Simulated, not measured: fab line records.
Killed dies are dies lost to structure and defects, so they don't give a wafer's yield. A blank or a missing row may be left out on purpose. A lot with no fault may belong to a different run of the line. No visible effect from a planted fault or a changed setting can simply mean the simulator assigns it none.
fab line records ; flow n5-finfet
[record] lots = 7; wafers = 39
route steps=1938 shown FIN_SAQP@94 FIN_CUT@176 SD_EPI_N@288 SD_ACTIVATION@330 MOL_CONTACT_COAG@523
start-h: the number of hours between the record's first day and the start of the first shown wafer of the lot ; wait-h: how many hours have passed since the lot's step before this one ; " identical to the entry in the row above ; L1.1+2: a row that stands for several wafers ; - no value, or no start was given ; * or withheld: withheld ; < > ~ a bound
route shown NAME@n: names a module that has steps shown in the file, with the first one's number in the route ; usual: average and standard deviation across the fault-free wafers ; same: alike in all rows ; chamber/n: place in a boat ; sites: readings site by site ; _std_site: the standard deviation of these ; _edge_site: outer sites' mean less inner sites' ; radius-mm: how far each site lies from the wafer's centre ; mask NAME#n: copy n ; behind: the last tool/chamber to shape the wafer ; hold: the reason the lot was held/the length of the hold in hours/how it ended ; device: whichever transistor did not switch (one of n, p or np) ; end of line: tests run on the same wafers once the route is complete ; a step without rows: its recipe alone ; killed: count of dies lost to structure and defects at first sort (not the wafer's yield) ; map: per-die view of a wafer (x killed, . not killed, _ where there is no die)
set.NAME: the run value of the setting; set.NAME@STEP: its run value at that earlier step ; model.NAME: the simulator's own value behind a step, which no gauge read
one table per step and one row per wafer, for lots whose settings were changed on purpose
[[steps]]
[step N5_FIN_SAQP_ALD_61]
[recipe] material = SiO2; target-thk-a = 40; temp-c = 300; ald-precursor-family = BDEAS; ald-co-reactant = O2-plasma; pulse-time-s = 1; purge-time-s = 2; co-reactant-purge-time-s = 2; ald-cycles = 43; pressure-torr = 2
lot.wafer;tool;chamber;start-h;wait-h;set.ald-cycles;model.SiO2_of_FIN_SAQP_ALD_61.thk-nm
L074.1;ald-sin-02;1;20.45;0.0;49;4.566
L074.2;ald-sin-02;0;20.45;0.0;43;4.033
L074.3+5;ald-sin-02;2,0;20.45;0.0;49;4.575
L074.4;ald-sin-02;3;20.45;0.0;43;4.019
L074.6;ald-sin-02;1;20.45;0.0;43;4.011
L076.1;ald-sin-01;3;32.81;0.0;49;4.571
L076.2;ald-sin-01;0;32.81;0.0;49;4.55
L076.3;ald-sin-01;1;32.81;0.0;43;4.025
L076.4;ald-sin-01;3;32.81;0.0;43;3.995
L076.5;ald-sin-01;0;32.81;0.0;49;4.538
L076.6;ald-sin-01;1;32.81;0.0;43;4.01
L079.1;ald-sin-02;2;50.18;0.0;43;4.002
L079.3;ald-sin-02;1;50.18;0.0;43;4.015
L079.5;ald-sin-02;0;50.18;0.0;43;4.022
L083.1;ald-sin-01;0;75.22;0.2;40;3.695
L083.2;ald-sin-01;1;75.22;0.2;40;3.707
L083.3;ald-sin-01;3;75.22;0.2;40;3.716
L083.4;ald-sin-01;2;75.22;0.2;43;3.972
L083.5;ald-sin-01;0;75.22;0.2;43;3.97
L083.6;ald-sin-01;1;75.22;0.2;43;3.971
L089.1;ald-sin-03;2;110.19;0.0;43;3.985
L089.2;ald-sin-03;3;110.19;0.0;43;4.012
L089.3;ald-sin-03;0;110.19;0.0;43;3.995
L089.4;ald-sin-03;1;110.19;0.0;43;3.977
L089.5;ald-sin-03;3;110.19;0.0;43;4.001
L089.6;ald-sin-03;0;110.19;0.0;43;3.989
L094.1;ald-sin-02;3;140.60;0.0;43;3.988
L094.2;ald-sin-02;0;140.60;0.0;43;3.995
L094.3;ald-sin-02;1;140.60;0.0;43;4.005
L094.4;ald-sin-02;2;140.60;0.0;47;4.374
L094.5;ald-sin-02;0;140.60;0.0;47;4.353
L094.6;ald-sin-02;1;140.60;0.0;47;4.375
L096.1;ald-sin-03;3;152.35;0.0;43;3.988
L096.2;ald-sin-03;0;152.35;0.0;43;3.974
L096.3;ald-sin-03;2;152.35;0.0;43;3.984
L096.4;ald-sin-03;1;152.35;0.0;43;3.998
L096.5;ald-sin-03;1;152.35;0.0;43;3.999
L096.6;ald-sin-03;2;152.35;0.0;43;3.99
[step N5_FIN_SAQP_FIN_ETCH_36]
[recipe] chemistry = HBr/Cl2/O2; target-depth-a = 1200; mask-material = SiNx; time-s = 50.4; bias-w = 102; pressure-mtorr = 10; icp-w = 800; HBr_flow_sccm = 150; Cl2_flow_sccm = 80; O2_flow_sccm = 12
lot.wafer;tool;chamber;start-h;wait-h;set.icp-w;model.etch.depth-nm;model.FIN_SAQP.feature-depth-nm
L074.1;rie-si-02;1;25.64;0.0;800;119.5;119.4
L074.2;rie-si-02;2;25.64;0.0;840.1;121.6;121.6
L074.3;rie-si-02;0;25.64;0.0;840.1;123.5;123.6
L074.4;rie-si-02;3;25.64;0.0;800;119;119
L074.5;rie-si-02;3;25.64;0.0;800;119.6;119.6
L074.6;rie-si-02;0;25.64;0.0;840.1;123.7;123.8
L076.1;rie-si-02;1;38.03;0.0;686.1;110.9;111
L076.2;rie-si-02;2;38.03;0.0;686.1;110.1;110.2
L076.3;rie-si-02;3;38.03;0.0;800;119.8;119.8
L076.4+5;rie-si-02;0;38.03;0.0;800;121.2;121.2
L076.6;rie-si-02;1;38.03;0.0;686.1;111.8;111.8
L079.1;rie-si-05;0;55.86;0.0;800;121;121
L079.3;rie-si-05;2;55.86;0.0;800;121.3;121.2
L079.5;rie-si-05;2;55.86;0.0;800;121.7;121.8
L083.1;rie-si-06;2;81.56;0.0;800;119.6;119.6
L083.2;rie-si-06;3;81.56;0.0;800;120.5;120.4
L083.3;rie-si-06;0;81.56;0.0;800;120.5;120.6
L083.4;rie-si-06;1;81.56;0.0;800;120.2;120.2
L083.5;rie-si-06;3;81.56;0.0;800;120.7;120.6
L083.6;rie-si-06;0;81.56;0.0;800;120.6;120.6
L089.1;rie-si-06;0;115.75;0.0;800;121.1;121.2
L089.2;rie-si-06;1;115.75;0.0;800;119.9;119.8
L089.3;rie-si-06;2;115.75;0.0;800;120.1;120.2
L089.4+6;rie-si-06;3;115.75;0.0;800;120.9;121
L089.5;rie-si-06;0;115.75;0.0;800;121.4;121.4
L094.1;rie-si-06;3;146.48;0.0;800;120.3;120.4
L094.2;rie-si-06;1;146.48;0.0;800;119.9;119.8
L094.3;rie-si-06;0;146.48;0.0;800;121.1;121
L094.4;rie-si-06;2;146.48;0.0;800;120.1;120.2
L094.5;rie-si-06;3;146.48;0.0;800;121;121
L094.6;rie-si-06;0;146.48;0.0;800;120.8;120.8
L096.1;rie-si-05;0;158.23;0.0;800;120.5;120.6
L096.2+3;rie-si-05;1,2;158.23;0.0;800;121.2;121.2
L096.4;rie-si-05;3;158.23;0.0;800;119.7;119.6
L096.5;rie-si-05;1;158.23;0.0;800;121.1;121.2
L096.6;rie-si-05;2;158.23;0.0;800;121.7;121.8
[step N5_FIN_SAQP_PRECLEAN_38]
[recipe] chemistry = O3/DIW; time-s = 45; temp-c = 22; o3-ppm = 10
[step N5_FIN_SAQP_PRECLEAN_45]
[recipe] chemistry = dHF; time-s = 10; dilution = 500:1; temp-c = 25
[step N5_FIN_SAQP_SRD_39]
[recipe] dry = ipa-marangoni; time-s = 30; temp-c = 23; rinse-liquid = diw
[step N5_FIN_SAQP_OCD_MEAS_76]
[usual] trench-depth-nm = 120.3/0.87
lot.wafer;tool;chamber;start-h;wait-h;set.icp-w@FIN_SAQP_FIN_ETCH_36;trench-depth-nm
L074.1;ocd-02;-;25.86;0.0;800;119.6
L074.2;ocd-02;-;25.86;0.0;840.1;121.1
L074.3;ocd-02;-;25.86;0.0;840.1;123.1
L074.4;ocd-02;-;25.86;0.0;800;118.7
L074.5;ocd-02;-;25.86;0.0;800;119.6
L074.6;ocd-02;-;25.86;0.0;840.1;123.5
L076.1;ocd-01;-;38.25;0.0;686.1;111.5
L076.2;ocd-01;-;38.25;0.0;686.1;109.9
L076.3;ocd-01;-;38.25;0.0;800;120.2
L076.4;ocd-01;-;38.25;0.0;800;121.3
L076.5;ocd-01;-;38.25;0.0;800;121.3
L076.6;ocd-01;-;38.25;0.0;686.1;111.4
L079.1;ocd-02;-;56.07;0.0;800;121.5
L079.3;ocd-02;-;56.07;0.0;800;121.7
L079.5;ocd-02;-;56.07;0.0;800;121.2
L083.1;ocd-01;-;81.77;0.0;800;119.7
L083.2;ocd-01;-;81.77;0.0;800;120.5
L083.3;ocd-01;-;81.77;0.0;800;120.8
L083.4;ocd-01;-;81.77;0.0;800;120.3
L083.5;ocd-01;-;81.77;0.0;800;120.7
L083.6;ocd-01;-;81.77;0.0;800;120.7
L089.1;ocd-01;-;115.97;0.0;800;120.9
L089.2;ocd-01;-;115.97;0.0;800;119.5
L089.3;ocd-01;-;115.97;0.0;800;120.4
L089.4;ocd-01;-;115.97;0.0;800;120.8
L089.5;ocd-01;-;115.97;0.0;800;122.1
L089.6;ocd-01;-;115.97;0.0;800;120.6
L094.1;ocd-01;-;146.70;0.0;800;120.4
L094.2;ocd-01;-;146.70;0.0;800;119.7
L094.3;ocd-01;-;146.70;0.0;800;121.2
L094.4;ocd-01;-;146.70;0.0;800;120.1
L094.5;ocd-01;-;146.70;0.0;800;119.9
L094.6;ocd-01;-;146.70;0.0;800;120.5
L096.1;ocd-01;-;158.45;0.0;800;120.6
L096.2;ocd-01;-;158.45;0.0;800;121.3
L096.3;ocd-01;-;158.45;0.0;800;121.3
L096.4;ocd-01;-;158.45;0.0;800;119.8
L096.5;ocd-01;-;158.45;0.0;800;120.6
L096.6;ocd-01;-;158.45;0.0;800;121.7
[step N5_FIN_CUT_CUT_ETCH_15]
[recipe] chemistry = HBr/Cl2/O2; target = Si; target-depth-a = 1000; bt-time-s = 10; mask-material = SOC; time-s = 42.4; ion-energy-ev = *; bias-w = *; pressure-mtorr = 10; icp-w = 800; HBr_flow_sccm = 150; Cl2_flow_sccm = 80; O2_flow_sccm = 12
lot.wafer;tool;chamber;start-h;wait-h;set.bias-w;model.etch.depth-nm;model.FIN_CUT.feature-depth-nm;model.SOC_of_FIN_CUT_COAT_18.thk-nm
L074.1;rie-si-03;2;27.07;0.1;*;98.99;99;170.4
L074.2;rie-si-03;0;27.07;0.1;*;100.6;100.6;170.6
L074.3;rie-si-03;3;27.07;0.1;*;103.7;103.6;168.2
L074.4;rie-si-03;1;27.07;0.1;*;101.1;101;170.2
L074.5;rie-si-03;2;27.07;0.1;*;102.1;102.2;168.8
L074.6;rie-si-03;3;27.07;0.1;*;103.9;103.8;168.4
L076.1;rie-si-01;2;39.34;0.1;*;103.2;103.2;167.2
L076.2;rie-si-01;0;39.34;0.1;*;99.92;100;171.4
L076.3;rie-si-01;3;39.34;0.1;*;100.7;100.6;171
L076.4;rie-si-01;1;39.34;0.1;*;103.5;103.6;168.8
L076.5;rie-si-01;3;39.34;0.1;*;103.5;103.4;167.2
L076.6;rie-si-01;0;39.34;0.1;*;99.57;99.6;171.2
L079.1;rie-si-04;3;57.16;0.1;*;100;100;170.4
L079.3;rie-si-04;2;57.16;0.1;*;99.75;99.8;171
L079.5;rie-si-04;2;57.16;0.1;*;99.44;99.4;170.8
L083.1;rie-si-04;2;83.34;0.1;*;99.65;99.6;170.6
L083.2;rie-si-04;1;83.34;0.1;*;98.46;98.4;171
L083.3;rie-si-04;0;83.34;0.1;*;98.06;98;171
L083.4;rie-si-04;3;83.34;0.1;*;99.89;99.8;170.8
L083.5;rie-si-04;1;83.34;0.1;*;101.6;101.6;170.2
L083.6;rie-si-04;0;83.34;0.1;*;97.78;97.8;171.4
L089.1;rie-si-04;1;117.06;0.1;*;100.4;100.4;170.8
L089.2;rie-si-04;3;117.06;0.1;*;98.75;98.8;170
L089.3;rie-si-04;0;117.06;0.1;*;99.41;99.4;170
L089.4;rie-si-04;2;117.06;0.1;*;100.4;100.4;169.6
L089.5;rie-si-04;3;117.06;0.1;*;99.49;99.4;170.2
L089.6;rie-si-04;0;117.06;0.1;*;99.39;99.4;169.4
L094.1;rie-si-01;3;147.91;0.1;*;100.4;100.4;170.6
L094.2;rie-si-01;1;147.91;0.1;*;101;101;169.8
L094.3;rie-si-01;2;147.91;0.1;*;100.8;100.8;169.6
L094.4;rie-si-01;0;147.91;0.1;*;100.1;100.2;170.8
L094.5;rie-si-01;0;147.91;0.1;*;101.7;101.8;169.2
L094.6;rie-si-01;1;147.91;0.1;*;100;100;170.2
L096.1;rie-si-03;1;159.64;0.1;*;101.1;101;169.8
L096.2;rie-si-03;3;159.64;0.1;*;99.69;99.6;171.8
L096.3;rie-si-03;0;159.64;0.1;*;99.71;99.8;170.8
L096.4;rie-si-03;2;159.64;0.1;*;103;103;168.2
L096.5;rie-si-03;3;159.64;0.1;*;104.2;104.2;168.4
L096.6;rie-si-03;0;159.64;0.1;*;104.3;104.2;168.8
[step N5_FIN_CUT_CUT_ETCH_28]
[recipe] chemistry = HBr/Cl2/O2; target = Si; target-depth-a = 60; mask-material = SOC; time-s = 2.4; ion-energy-ev = *; bias-w = *; pressure-mtorr = 10; icp-w = 800; HBr_flow_sccm = 150; Cl2_flow_sccm = 80; O2_flow_sccm = 12
lot.wafer;tool;chamber;start-h;wait-h;set.bias-w@FIN_CUT_CUT_ETCH_15;model.SOC_of_FIN_CUT_COAT_18.thk-nm
L074.1;rie-si-03;2;27.13;0.0;*;168.8
L074.2;rie-si-03;0;27.13;0.0;*;169
L074.3+6;rie-si-03;3;27.13;0.0;*;166.6
L074.4;rie-si-03;1;27.13;0.0;*;168.6
L074.5;rie-si-03;2;27.13;0.0;*;167.2
L076.1+5;rie-si-01;2,3;39.40;0.0;*;165.4
L076.2;rie-si-01;0;39.40;0.0;*;169.8
L076.3;rie-si-01;3;39.40;0.0;*;169.4
L076.4;rie-si-01;1;39.40;0.0;*;167
L076.6;rie-si-01;0;39.40;0.0;*;169.6
L079.1;rie-si-04;3;57.22;0.0;*;168.8
L079.3;rie-si-04;2;57.22;0.0;*;169.2
L079.5;rie-si-04;2;57.22;0.0;*;169
L083.1+4;rie-si-04;2,3;83.39;0.0;*;169
L083.2+3;rie-si-04;1,0;83.39;0.0;*;169.4
L083.5;rie-si-04;1;83.39;0.0;*;168.4
L083.6;rie-si-04;0;83.39;0.0;*;169.8
L089.1;rie-si-04;1;117.11;0.0;*;169.2
L089.2+3;rie-si-04;3,0;117.11;0.0;*;168.2
L089.4+6;rie-si-04;2,0;117.11;0.0;*;167.8
L089.5;rie-si-04;3;117.11;0.0;*;168.4
L094.1;rie-si-01;3;147.96;0.0;*;168.8
L094.2+3;rie-si-01;1,2;147.96;0.0;*;168
L094.4;rie-si-01;0;147.96;0.0;*;169
L094.5;rie-si-01;0;147.96;0.0;*;167.4
L094.6;rie-si-01;1;147.96;0.0;*;168.4
L096.1;rie-si-03;1;159.70;0.0;*;168.2
L096.2;rie-si-03;3;159.70;0.0;*;170
L096.3;rie-si-03;0;159.70;0.0;*;169
L096.4+5;rie-si-03;2,3;159.70;0.0;*;166.6
L096.6;rie-si-03;0;159.70;0.0;*;167
[step N5_SD_EPI_N_EPI_21]
[recipe] material = Si:P; dopant = P; temp-c = 680; pressure-torr = 255; time-s = 690
lot.wafer;tool;chamber;start-h;wait-h;set.pressure-torr;model.Si-P_of_SD_EPI_N_EPI_21.thk-nm
L074.1;epi-rpcvd-03;0;50.24;0.1;215.2;55.6
L074.2+6;epi-rpcvd-03;0;50.24;0.1;215.2;54.4
L074.3+5;epi-rpcvd-03;0;50.24;0.1;215.2;54.6
L074.4;epi-rpcvd-03;0;50.24;0.1;215.2;54.2
L076.1;epi-rpcvd-04;0;61.54;0.1;255;59.4
L076.2+3;epi-rpcvd-04;0;61.54;0.1;255;59.6
L076.4+5;epi-rpcvd-04;0;61.54;0.1;255;60.4
L076.6;epi-rpcvd-04;0;61.54;0.1;255;59.8
L079.1;epi-rpcvd-02;0;79.52;0.2;255;58.6
L079.3;epi-rpcvd-02;0;79.52;0.2;255;58.8
L079.5;epi-rpcvd-02;0;79.52;0.2;255;59.2
L083.1+5;epi-rpcvd-04;0;106.93;0.2;255;58.6
L083.2+6;epi-rpcvd-04;0;106.93;0.2;255;59.4
L083.3;epi-rpcvd-04;0;106.93;0.2;255;59.2
L083.4;epi-rpcvd-04;0;106.93;0.2;255;58.2
L089.1;epi-rpcvd-02;0;141.38;0.1;296.4;63.2
L089.2;epi-rpcvd-02;0;141.38;0.1;296.4;63.6
L089.3+4;epi-rpcvd-02;0;141.38;0.1;296.4;63.4
L089.5;epi-rpcvd-02;0;141.38;0.1;296.4;63.8
L089.6;epi-rpcvd-02;0;141.38;0.1;296.4;62.8
L094.1;epi-rpcvd-02;0;169.74;0.1;268.9;61
L094.2+3+5;epi-rpcvd-02;0;169.74;0.1;268.9;61.4
L094.4+6;epi-rpcvd-02;0;169.74;0.1;268.9;61.6
L096.1+3+6;epi-rpcvd-02;0;187.65;0.1;255;59
L096.2+5;epi-rpcvd-02;0;187.65;0.1;255;59.2
L096.4;epi-rpcvd-02;0;187.65;0.1;255;59.6
[step N5_SD_EPI_N_PRECLEAN_24]
[recipe] chemistry = O3/DIW; time-s = 60; temp-c = 22; o3-ppm = 10
[step N5_SD_ACTIVATION_RTA_00]
[recipe] temp-c = 975; time-s = 0; ambient = N2; idle-temp-c = 600; ramp-up-c-per-s = 150; ramp-down-c-per-s = 60; cool-to-c = 600
[step N5_SD_ACTIVATION_LSA_01]
[recipe] temp-c = 1080; time-s = 0.0008; ambient = N2
[step N5_SD_ACTIVATION_RS_MEAS_03]
[recipe] thk-meas-gauge = four-point-probe
[usual] RS_SD_N = 21.85/0.29; RS_SD_P = 56.4/1.1
lot.wafer;tool;chamber;start-h;wait-h;set.pressure-torr@SD_EPI_N_EPI_21;RS_SD_N[ohm/sq];RS_SD_P[ohm/sq]
L074.1;film-metro-02;-;57.21;0.2;215.2;23.51;58.0
L074.2;film-metro-02;-;57.21;0.2;215.2;23.88;58.6
L074.3;film-metro-02;-;57.21;0.2;215.2;23.97;57.8
L074.4;film-metro-02;-;57.21;0.2;215.2;24.29;57.9
L074.5;film-metro-02;-;57.21;0.2;215.2;24.03;57.9
L074.6;film-metro-02;-;57.21;0.2;215.2;24.11;58.1
L076.1;film-metro-01;-;69.35;0.2;255;21.91;54.8
L076.2;film-metro-01;-;69.35;0.2;255;21.73;54.2
L076.3;film-metro-01;-;69.35;0.2;255;21.73;55.5
L076.4;film-metro-01;-;69.35;0.2;255;21.37;54.4
L076.5;film-metro-01;-;69.35;0.2;255;21.51;54.8
L076.6;film-metro-01;-;69.35;0.2;255;21.75;54.9
L079.1;film-metro-01;-;87.39;0.2;255;21.88;59.0
L079.3;film-metro-01;-;87.39;0.2;255;22.09;58.7
L079.5;film-metro-01;-;87.39;0.2;255;21.81;58.5
L083.1;film-metro-01;-;114.44;0.2;255;21.99;56.4
L083.2;film-metro-01;-;114.44;0.2;255;21.82;56.6
L083.3;film-metro-01;-;114.44;0.2;255;21.95;55.9
L083.4;film-metro-01;-;114.44;0.2;255;22.19;57.3
L083.5;film-metro-01;-;114.44;0.2;255;22.26;56.6
L083.6;film-metro-01;-;114.44;0.2;255;21.88;56.7
L089.1;film-metro-01;-;149.05;0.2;296.4;20.29;57.3
L089.2;film-metro-01;-;149.05;0.2;296.4;20.17;57.1
L089.3;film-metro-01;-;149.05;0.2;296.4;20.11;56.8
L089.4;film-metro-01;-;149.05;0.2;296.4;20.23;56.1
L089.5;film-metro-01;-;149.05;0.2;296.4;20.11;56.9
L089.6;film-metro-01;-;149.05;0.2;296.4;20.36;56.9
L094.1;film-metro-01;-;176.53;0.2;268.9;20.98;55.6
L094.2;film-metro-01;-;176.53;0.2;268.9;20.81;56.1
L094.3;film-metro-01;-;176.53;0.2;268.9;20.79;55.9
L094.4;film-metro-01;-;176.53;0.2;268.9;20.67;55.7
L094.5;film-metro-01;-;176.53;0.2;268.9;20.92;55.8
L094.6;film-metro-01;-;176.53;0.2;268.9;20.81;56.1
L096.1;film-metro-02;-;194.89;0.2;255;21.97;56.5
L096.2;film-metro-02;-;194.89;0.2;255;21.75;56.0
L096.3;film-metro-02;-;194.89;0.2;255;21.82;56.4
L096.4;film-metro-02;-;194.89;0.2;255;21.44;56.4
L096.5;film-metro-02;-;194.89;0.2;255;21.59;55.0
L096.6;film-metro-02;-;194.89;0.2;255;21.67;55.5
[step N5_MOL_CONTACT_COAG_EXPOSE_05]
[recipe] mask-id = CA; na = 0.33; source-shape = annular; sigma-inner = 0.4; sigma-outer = 0.8; polarization = unpolarized; defocus-nm = 0; dose-mj = 38.25
lot.wafer;tool;chamber;start-h;wait-h;mask;set.dose-mj
L074.1+3+4;euv-scanner-02;0;85.29;-;CA#0;38.25
L074.2+5+6;euv-scanner-02;0;85.29;-;CA#0;37.37
L076.1+2+3+4+5+6;euv-scanner-02;0;97.34;-;CA#0;38.25
L079.1+3+5;euv-scanner-01;0;117.79;-;CA#0;38.25
L083.1+2+5;euv-scanner-02;0;145.07;-;CA#0;36.54
L083.3+4+6;euv-scanner-02;0;145.07;-;CA#0;38.25
L089.1+3+4;euv-scanner-01;0;177.22;-;CA#0;38.25
L089.2+5+6;euv-scanner-01;0;177.22;-;CA#0;36.12
L094.1+3+5;euv-scanner-02;0;206.64;-;CA#0;39.54
L094.2+4+6;euv-scanner-02;0;206.64;-;CA#0;38.25
L096.1+2+5;euv-scanner-01;0;224.72;-;CA#0;38.25
L096.3+4+6;euv-scanner-01;0;224.72;-;CA#0;40.15
[step N5_MOL_CONTACT_COAG_PEB_06]
[recipe] peb-temp-c = 100; peb-time-s = 60; resist = CAR-EUV
[step N5_MOL_CONTACT_COAG_DEVELOP_07]
[recipe] develop-time-s = 30; developer = TMAH; resist = CAR-EUV; rinse-liquid = surfactant-rinse; dry = air-spin; dev-temp-c = 23
[step N5_MOL_CONTACT_COAG_CD_MEAS_08]
[recipe] target-cd-nm = 28; landing-energy-ev = 500; detector = se-inlens; polarity = opening
[usual] cd-nm = 28.05/0.22
lot.wafer;tool;chamber;start-h;wait-h;set.dose-mj@MOL_CONTACT_COAG_EXPOSE_05;cd-nm
L074.1;cd-sem-02;0;85.42;-;38.25;28.27
L074.2;cd-sem-02;0;85.42;-;37.37;27.50
L074.3;cd-sem-02;0;85.42;-;38.25;28.30
L074.4;cd-sem-02;0;85.42;-;38.25;28.18
L074.5;cd-sem-02;0;85.42;-;37.37;27.86
L074.6;cd-sem-02;0;85.42;-;37.37;28.08
L076.1;cd-sem-02;0;97.47;-;38.25;28.10
L076.2;cd-sem-02;0;97.47;-;38.25;27.86
L076.3;cd-sem-02;0;97.47;-;38.25;27.76
L076.4;cd-sem-02;0;97.47;-;38.25;28.18
L076.5;cd-sem-02;0;97.47;-;38.25;28.11
L076.6;cd-sem-02;0;97.47;-;38.25;28.01
L079.1;cd-sem-02;0;117.92;-;38.25;27.75
L079.3;cd-sem-02;0;117.92;-;38.25;27.96
L079.5;cd-sem-02;0;117.92;-;38.25;28.28
L083.1;cd-sem-02;0;145.20;-;36.54;27.07
L083.2;cd-sem-02;0;145.20;-;36.54;26.94
L083.3;cd-sem-02;0;145.20;-;38.25;28.20
L083.4;cd-sem-02;0;145.20;-;38.25;28.31
L083.5;cd-sem-02;0;145.20;-;36.54;27.37
L083.6;cd-sem-02;0;145.20;-;38.25;28.25
L089.1;cd-sem-03;0;177.35;-;38.25;27.75
L089.2;cd-sem-03;0;177.35;-;36.12;26.98
L089.3;cd-sem-03;0;177.35;-;38.25;28.02
L089.4;cd-sem-03;0;177.35;-;38.25;28.12
L089.5;cd-sem-03;0;177.35;-;36.12;26.67
L089.6;cd-sem-03;0;177.35;-;36.12;26.62
L094.1;cd-sem-03;0;206.77;-;39.54;28.73
L094.2;cd-sem-03;0;206.77;-;38.25;28.30
L094.3;cd-sem-03;0;206.77;-;39.54;28.43
L094.4;cd-sem-03;0;206.77;-;38.25;27.98
L094.5;cd-sem-03;0;206.77;-;39.54;28.59
L094.6;cd-sem-03;0;206.77;-;38.25;27.99
L096.1;cd-sem-02;0;224.85;-;38.25;28.10
L096.2;cd-sem-02;0;224.85;-;38.25;27.89
L096.3;cd-sem-02;0;224.85;-;40.15;29.15
L096.4;cd-sem-02;0;224.85;-;40.15;28.64
L096.5;cd-sem-02;0;224.85;-;38.25;27.94
L096.6;cd-sem-02;0;224.85;-;40.15;28.90
[step N5_MOL_CONTACT_COAG_DESCUM_13]
[recipe] chemistry = O2; time-s = 7; source-power-w = 50; bias-power-w = 20; pressure-mtorr = 20; rf-frequency-hz = 2.712e+07; temp-c = 40; resist = CAR-EUV; o2-flow-sccm = 225
[step N5_MOL_CONTACT_COAG_ETCH_59]
[recipe] chemistry = N2/H2; target = underlayer; target-depth-a = 130; mask-material = CAR-EUV; time-s = 10.4; ion-energy-ev = 200; pressure-mtorr = 30; source-w = 840; bias-w = 150; n2-flow-sccm = 200; h2-flow-sccm = 200; ends = cleared
lot.wafer;tool;chamber;start-h;wait-h;set.dose-mj@MOL_CONTACT_COAG_EXPOSE_05;model.MOL_CONTACT_COAG.cd-offset-nm
L074.1+3;rie-diel-03;3,2;85.58;0.0;38.25;0.2
L074.2+5+6;rie-diel-03;1,3,0;85.58;0.0;37.37;-0.4
L074.4;rie-diel-03;0;85.58;0.0;38.25;0
L076.1+3+5;rie-diel-04;1,3,1;97.63;0.0;38.25;0
L076.2+4+6;rie-diel-04;2,0,2;97.63;0.0;38.25;-0.2
L079.1+5;rie-diel-03;1;118.30;0.0;38.25;0
L079.3;rie-diel-03;3;118.30;0.0;38.25;0.2
L083.1+5;rie-diel-06;0,2;145.56;0.0;36.54;-0.8
L083.2;rie-diel-06;3;145.56;0.0;36.54;-1
L083.3;rie-diel-06;2;145.56;0.0;38.25;0
L083.4+6;rie-diel-06;1,3;145.56;0.0;38.25;0.2
L089.1+4;rie-diel-06;1,3;177.51;0.0;38.25;-0.2
L089.2+6;rie-diel-06;2,3;177.51;0.0;36.12;-1.4
L089.3;rie-diel-06;0;177.51;0.0;38.25;0.2
L089.5;rie-diel-06;2;177.51;0.0;36.12;-1.6
L094.1;rie-diel-03;2;206.93;0.0;39.54;0.4
L094.2+4+6;rie-diel-03;0,1,1;206.93;0.0;38.25;0
L094.3+5;rie-diel-03;3,2;206.93;0.0;39.54;0.6
L096.1+5;rie-diel-04;3;225.01;0.0;38.25;0
L096.2;rie-diel-04;1;225.01;0.0;38.25;-0.2
L096.3+4+6;rie-diel-04;0,2,2;225.01;0.0;40.15;0.8
[[key]]
[split] step = N5_FIN_SAQP_ALD_61; setting = ald-cycles; stated = 43; by = wafer
[response] step = N5_FIN_SAQP_ALD_61; reading = model.SiO2_of_FIN_SAQP_ALD_61.thk-nm; change = +0.0392; per = 1%; r = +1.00
[split] step = N5_FIN_SAQP_FIN_ETCH_36; setting = icp-w; stated = 800; by = wafer
[response] step = N5_FIN_SAQP_FIN_ETCH_36; reading = model.etch.depth-nm; change = +0.689; per = 1%; r = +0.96
[response] step = N5_FIN_SAQP_FIN_ETCH_36; reading = model.FIN_SAQP.feature-depth-nm; change = +0.689; per = 1%; r = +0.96
[response] step = N5_FIN_SAQP_OCD_MEAS_76; reading = trench-depth-nm; change = +0.697; per = 1%; r = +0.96
[split] step = N5_FIN_CUT_CUT_ETCH_15; setting = bias-w; stated = *; by = wafer
[response] step = N5_FIN_CUT_CUT_ETCH_15; reading = model.etch.depth-nm; change = +0.197; per = 1%; r = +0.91
[response] step = N5_FIN_CUT_CUT_ETCH_15; reading = model.FIN_CUT.feature-depth-nm; change = +0.197; per = 1%; r = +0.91
[response] step = N5_FIN_CUT_CUT_ETCH_15; reading = model.SOC_of_FIN_CUT_COAT_18.thk-nm; change = -0.142; per = 1%; r = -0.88
[response] step = N5_FIN_CUT_CUT_ETCH_28; reading = model.SOC_of_FIN_CUT_COAT_18.thk-nm; change = -0.147; per = 1%; r = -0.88
[split] step = N5_SD_EPI_N_EPI_21; setting = pressure-torr; stated = 255; by = lot
[response] step = N5_SD_EPI_N_EPI_21; reading = model.Si-P_of_SD_EPI_N_EPI_21.thk-nm; change = +0.281; per = 1%; r = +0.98
[response] step = N5_SD_ACTIVATION_RS_MEAS_03; reading = RS_SD_N; change = -0.122; per = 1%; r = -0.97
[split] step = N5_MOL_CONTACT_COAG_EXPOSE_05; setting = dose-mj; stated = 38.25; by = wafer
[response] step = N5_MOL_CONTACT_COAG_CD_MEAS_08; reading = cd-nm; change = +0.206; per = 1%; r = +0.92
[response] step = N5_MOL_CONTACT_COAG_ETCH_59; reading = model.MOL_CONTACT_COAG.cd-offset-nm; change = +0.212; per = 1%; r = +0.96
